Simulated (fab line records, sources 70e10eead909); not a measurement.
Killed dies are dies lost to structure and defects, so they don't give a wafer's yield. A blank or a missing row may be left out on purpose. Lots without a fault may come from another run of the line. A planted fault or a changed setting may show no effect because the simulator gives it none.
Which tool did it? | flow nand_harc | 24 lots, 72 wafers sampled, at 2 steps of a route of 1159

WHAT THE GAUGES READ, wafer by wafer
NHARC_A_CONTACT_CD_MEAS_69: target cd 200 nm. Usual: cd_nm 199.9 nm, standard deviation 0.51.
lot  | measured     | on        | cd_nm (nm)        | flag
L078 | day 17 00:19 | cd_sem-03 | 200.0 199.6 199.7 |
L079 | day 17 05:29 | cd_sem-03 | 199.7 200.2 200.4 |
L076 | day 17 06:05 | cd_sem-02 | 199.6 200.5 199.6 |
L075 | day 17 07:55 | cd_sem-01 | 199.8 199.4 199.4 |
L074 | day 17 11:10 | cd_sem-01 | 200.3 200.3 200.0 |
L077 | day 17 11:19 | cd_sem-02 | 199.4 199.2 199.3 |
L080 | day 18 00:11 | cd_sem-01 | 198.5 200.4 199.3 |
L083 | day 18 12:29 | cd_sem-01 | 200.2 200.7 200.8 |
L082 | day 18 17:56 | cd_sem-03 | 199.9 200.0 199.9 |
L084 | day 18 23:14 | cd_sem-03 | 199.9 200.0 200.1 |
L081 | day 19 00:26 | cd_sem-02 | 199.9 199.4 199.5 |
L085 | day 19 09:32 | cd_sem-01 | 200.1 200.4 200.0 |
L089 | day 19 10:35 | cd_sem-03 | 199.5 199.7 199.9 |
L087 | day 20 01:25 | cd_sem-03 | 200.8 199.7 200.4 |
L086 | day 20 03:10 | cd_sem-01 | 200.3 199.3 199.8 |
L088 | day 20 14:14 | cd_sem-02 | 199.7 200.1 199.6 |
L090 | day 20 15:10 | cd_sem-01 | 200.3 200.8 200.7 |
L091 | day 20 18:41 | cd_sem-01 | 199.6 199.1 199.0 |
L092 | day 20 20:07 | cd_sem-03 | 199.2 199.4 200.2 |
L094 | day 21 11:06 | cd_sem-02 | 199.6 200.0 199.4 |
L093 | day 21 11:18 | cd_sem-01 | 200.6 200.3 199.6 |
L097 | day 22 00:20 | cd_sem-02 | 199.1 200.3 199.6 |
L095 | day 22 01:19 | cd_sem-01 | 200.2 199.5 200.0 |
L096 | day 22 05:37 | cd_sem-03 | 200.4 200.7 199.9 |

NHARC_A_CONTACT_OVL_MEAS_70. Usual: overlay_x_nm -0.1 nm, standard deviation 1; overlay_y_nm 0.1 nm, standard deviation 0.91.
lot  | measured     | on         | overlay_x_nm (nm) | overlay_y_nm (nm) | flag
L078 | day 17 00:25 | overlay-02 | 0.0 0.2 -0.7      | 0.7 1.5 1.0       |
L079 | day 17 05:34 | overlay-02 | 0.5 0.1 -0.5      | 0.2 0.2 0.2       |
L076 | day 17 06:11 | overlay-01 | -1.2 -1.1 -1.1    | -0.3 0.3 0.2      |
L075 | day 17 07:59 | overlay-02 | 0.5 0.9 0.5       | -0.4 0.2 -0.3     |
L074 | day 17 11:14 | overlay-02 | 1.1 0.9 0.5       | -0.8 -0.8 -1.2    |
L077 | day 17 11:24 | overlay-01 | -0.1 -0.5 -0.4    | -0.6 -0.6 -0.6    |
L080 | day 18 00:16 | overlay-01 | 0.9 1.1 1.9       | 1.1 1.1 1.1       |
L083 | day 18 12:34 | overlay-02 | -0.2 -0.1 -0.4    | -0.2 0.0 0.1      |
L082 | day 18 18:02 | overlay-02 | -0.8 -1.2 -0.9    | -0.4 -0.1 -0.4    |
L084 | day 18 23:20 | overlay-02 | 0.1 -0.7 -0.1     | -0.3 0.4 0.2      |
L081 | day 19 00:31 | overlay-01 | -0.9 -0.7 -0.8    | -0.7 -0.5 -0.5    |
L085 | day 19 09:37 | overlay-01 | -1.2 -1.2 -1.2    | 1.6 1.5 1.8       |
L089 | day 19 10:40 | overlay-01 | -1.0 -1.0 -0.8    | -1.7 -1.2 -0.8    |
L087 | day 20 01:29 | overlay-01 | 1.3 1.5 1.4       | 2.0 2.2 2.1       |
L086 | day 20 03:15 | overlay-01 | -0.7 -0.2 -0.9    | -0.5 -0.8 -0.3    |
L088 | day 20 14:19 | overlay-01 | -0.4 -1.2 -0.6    | -0.6 -0.3 -0.7    |
L090 | day 20 15:14 | overlay-01 | 0.3 0.7 0.9       | -0.1 0.4 0.3      |
L091 | day 20 18:47 | overlay-02 | -0.6 0.0 0.3      | 2.4 2.0 1.6       |
L092 | day 20 20:11 | overlay-02 | -2.3 -2.0 -2.7    | 0.2 -0.3 0.1      |
L094 | day 21 11:11 | overlay-01 | 1.9 2.2 1.9       | -0.5 -0.3 -0.5    |
L093 | day 21 11:23 | overlay-02 | 0.8 1.1 1.0       | -0.9 -0.4 -1.1    |
L097 | day 22 00:26 | overlay-01 | -0.3 0.4 0.1      | -0.7 -1.4 -1.1    |
L095 | day 22 01:25 | overlay-02 | -0.1 0.2 -0.2     | -0.3 0.0 -0.5     |
L096 | day 22 05:42 | overlay-02 | 0.0 -0.1 0.0      | 0.5 0.7 0.7       |

WHICH TOOL RAN EACH LOT (tool, then ch and the chambers of the sampled wafers, then the start)
The record holds no process step before these readings.

WHAT THE TOOLS THEMSELVES READ (means of the sampled wafers that have a number; where no wafer has one, the mark that the record gives instead)
The record holds no such reading with a usual standard deviation.

THE ANSWER, worked out from the rows above alone
Rule: a lot is off if the mean of its wafers that have a number lies more than 3 standard deviations from the usual mean. A lot without any number at a reading at which 4 lots or more have one is off too. The other lots that the step has rows for count as sound. The gauges are gone through in route order, then the tools' own readings, and for those a lot's mean is taken as printed above. The first step at which some lot is off is used, and at that step the reading that is off furthest; a lot without a number counts as furthest.
No lot is off at any reading shown: from this, nothing can be told.

WHAT THE SIMULATOR HAD PUT IN
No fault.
